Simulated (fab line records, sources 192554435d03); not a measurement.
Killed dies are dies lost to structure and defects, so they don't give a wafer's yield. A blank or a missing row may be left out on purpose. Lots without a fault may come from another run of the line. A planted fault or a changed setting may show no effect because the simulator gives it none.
Split-lot experiment | flow n5_finfet | 7 lots, 21 wafers read, on a route of 1938 steps

THE SPLIT
At N5_BEOL_M9_ILD_DEP_00 (deposits SiCOH lowk from DEMS/porogen, target thk 308.51 nm, time 58 s), the setting time_s was moved away from the recipe's 58 s on 9 of the 21 wafers read, by -12.7% to +12.9%. The other wafers ran this setting at the recipe's value.

FROM THE SPLIT TO THE READING: what the file shows between them, 1 step
- N5_BEOL_M9_CURE_71: cures SiCOH lowk, time 240 s

THE READING
M9_ILD_THK, in nm, at N5_BEOL_M9_THK_MEAS_01. Fault-free wafers of this fab line usually give 269 nm, standard deviation 3.7 nm.

wafer  | tool, chamber at the split | time_s as run, s | against the recipe | M9_ILD_THK, nm | against lot-mates on the recipe
L080.1 | pecvd-01, 0                | 58               | recipe             | 263            | -
L080.2 | pecvd-01, 1                | 58               | recipe             | 266            | -
L080.5 | pecvd-01, 1                | 65.46            | +12.9%             | 303            | +38
L087.1 | pecvd-01, 1                | 58               | recipe             | 267            | -
L087.2 | pecvd-01, 2                | 58               | recipe             | 268            | -
L087.4 | pecvd-01, 1                | 65.18            | +12.4%             | 305            | +38
L090.1 | pecvd-01, 1                | 51.41            | -11.4%             | 236            | -36
L090.5 | pecvd-01, 1                | 58               | recipe             | 272            | -
L090.6 | pecvd-01, 1                | 51.41            | -11.4%             | 240            | -32
L091.1 | pecvd-01, 1                | 60.58            | +4.4%              | 279            | +8
L091.5 | pecvd-01, 2                | 58               | recipe             | 270            | -
L091.6 | pecvd-01, 1                | 58               | recipe             | 272            | -
L093.1 | pecvd-03, 1                | 58               | recipe             | 262            | -
L093.2 | pecvd-03, 2                | 58               | recipe             | 262            | -
L093.5 | pecvd-03, 0                | 58               | recipe             | 269            | -
L095.1 | pecvd-01, 1                | 52.35            | -9.7%              | 241            | -29
L095.3 | pecvd-01, 0                | 58               | recipe             | 270            | -
L095.6 | pecvd-01, 2                | 52.35            | -9.7%              | 245            | -25
L096.1 | pecvd-04, 1                | 50.61            | -12.7%             | 231            | -41
L096.3 | pecvd-04, 2                | 50.61            | -12.7%             | 231            | -41
L096.6 | pecvd-04, 0                | 58               | recipe             | 272            | -

THE FIT
A straight line over all 21 wafers: M9_ILD_THK changes by +2.76 nm for each +1% of time_s; r = +0.99; the points scatter about the line by 3.3 nm.
The same after taking each lot's own level away (the mean of its wafers on the recipe; 21 wafers): +2.99 nm for each +1%; r = +0.99; scatter 2.4 nm.
On that fit, the largest move of time_s shifts the reading by 39 nm.
The lots' own levels span 264.3 to 272.0 nm, that is 2.1 times the standard deviation above.
So the lot-to-lot level changes the slope little: the two slopes agree.
Check: with one of the wafers moved furthest among these (+12.9%) left out of the fit, the line predicts +38.1 nm for it against its lot-mates. It came out at +38.5 nm against them.

THE WHOLE CHAIN: every reading that the file lists as answering this split, in the file's order
step                   | what it does                                                           | reading                                                                                  | change (the file's fit)              | r (the file's)
N5_BEOL_M9_ILD_DEP_00  | deposits SiCOH lowk from DEMS/porogen, target thk 308.51 nm, time 58 s | SiCOH_lowk_of_BEOL_M9_ILD_DEP_00.thk_nm (the simulator's own value, which no gauge read) | +3.39 nm for each +1% of the setting | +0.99
N5_BEOL_M9_CURE_71     | cures SiCOH lowk, time 240 s                                           | SiCOH_lowk_of_BEOL_M9_ILD_DEP_00.thk_nm (the simulator's own value, which no gauge read) | +2.99 nm for each +1% of the setting | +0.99
N5_BEOL_M9_THK_MEAS_01 |                                                                        | M9_ILD_THK                                                                               | +2.99 for each +1% of the setting    | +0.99

THE FILE'S OWN FIT
M9_ILD_THK changes by +2.99 nm for each +1% of time_s, r = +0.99.
